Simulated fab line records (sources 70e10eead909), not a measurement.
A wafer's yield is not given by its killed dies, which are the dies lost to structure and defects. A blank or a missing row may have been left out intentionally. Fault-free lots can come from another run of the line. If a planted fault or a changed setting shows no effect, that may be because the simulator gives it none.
A lot that was struck, set against a sound lot | flow nand_harc | 14 out of 1159 route steps
Sound: the wafers L840.2, L840.3, L840.5. Wafers L844.2, L844.4, L844.5 were the ones struck. The cause is given at the end.
For every step that has rows: the tool of each side, followed by ch and its chambers, followed by its first start. Under that, the readings that differ: sound wafers | struck wafers | difference of the means | sigmas: that difference in standard deviations of wafers without a fault.
alike: same words and numbers on both sides, and readings whose means sit less than 2 such deviations apart. not compared: any withheld reading, any reading some wafer has no value for, any bound like >300 that may hide the same value, and any number with overlapping values for which the record gives no deviation.
Wherever a step has rows on one side only, a row that says differs or no value, or a row with sigmas, the two part there. When numbers do not overlap yet have no deviation, they are printed without sigmas and do not part them. Lack of a reading on every wafer of one side parts them only where that side has two or more wafers.

NHARC_A_M1_INSPECT_27:
  sound on defect_inspect-01 at day 21 23:47; struck on defect_inspect-02 at day 22 14:23
  alike: raw_defect_count
NHARC_A_M1_PRE_CLEAN_32: time 12 s.
  sound on pecvd-03 ch 0,1,2, day 21 23:50; struck on pecvd-04 ch 1,2, day 22 14:32
  alike: heater_power_w, rf_fwd_power_W
NHARC_A_M1_DEP_33: deposits SiCN, target thk 30 nm.
  sound on pecvd-03 ch 0,1,2, day 21 23:55; struck on pecvd-04 ch 1,2, day 22 14:38
  alike: heater_power_w, rf_fwd_power_W
NHARC_A_BONDPAD_DEP_00: deposits SiCN, target thk 250 nm.
  sound on pecvd-03 ch 0,2; struck on pecvd-03 ch 0,2, day 22 15:19
  alike: heater_power_w, rf_fwd_power_W
NHARC_A_BONDPAD_CMP_29: polishes SiCN, target thk 200 nm.
  sound on cmp-03 ch 0,2, day 22 00:53; struck on cmp-04 ch 0,1,2, day 22 15:40
  alike: motor_current_A, retaining_ring_pressure_frac, slurry_flow_ml_min
  not compared: pad_life_wafers
NHARC_A_BONDPAD_THK_MEAS_30: measures by ellipsometry.
  sound on film_metro-02 at day 22 01:08; struck on film_metro-01 at day 22 15:55
  alike: thk_nm
then, 5 steps without rows for these wafers: NHARC_A_BONDPAD_SRD_31; NHARC_A_BONDPAD_DEHYDRATE_01 (time 120 s); NHARC_A_BONDPAD_HMDS_02 (time 30 s); NHARC_A_BONDPAD_COAT_33 (time 65 s); NHARC_A_BONDPAD_COAT_03 (resist thk 600 nm).
NHARC_A_BONDPAD_SOFTBAKE_04: time 70 s.
  sound on litho_track-03 ch 0, day 22 01:00; struck on litho_track-03 ch 0, day 22 16:00
  reading                  | sound             | struck            | difference | sigmas
  heater_power_total_W (W) | 200.5 202.1 199.5 | 226.2 226.7 225.4 | +25.4      | +20
then, 1 step without rows for these wafers: NHARC_A_BONDPAD_EBR_05.
NHARC_END_SORT_01:
  the record has rows for the struck wafers here (prober-01 ch 0, day 24 10:33) and none for the sound ones

## WHERE THEY PART
Earliest at NHARC_A_BONDPAD_SOFTBAKE_04; latest, in this record, at NHARC_END_SORT_01.

WHY: what the simulator had put in
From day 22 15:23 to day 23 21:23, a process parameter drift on litho_track-03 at NHARC_A_BONDPAD_SOFTBAKE_04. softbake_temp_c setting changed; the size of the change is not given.
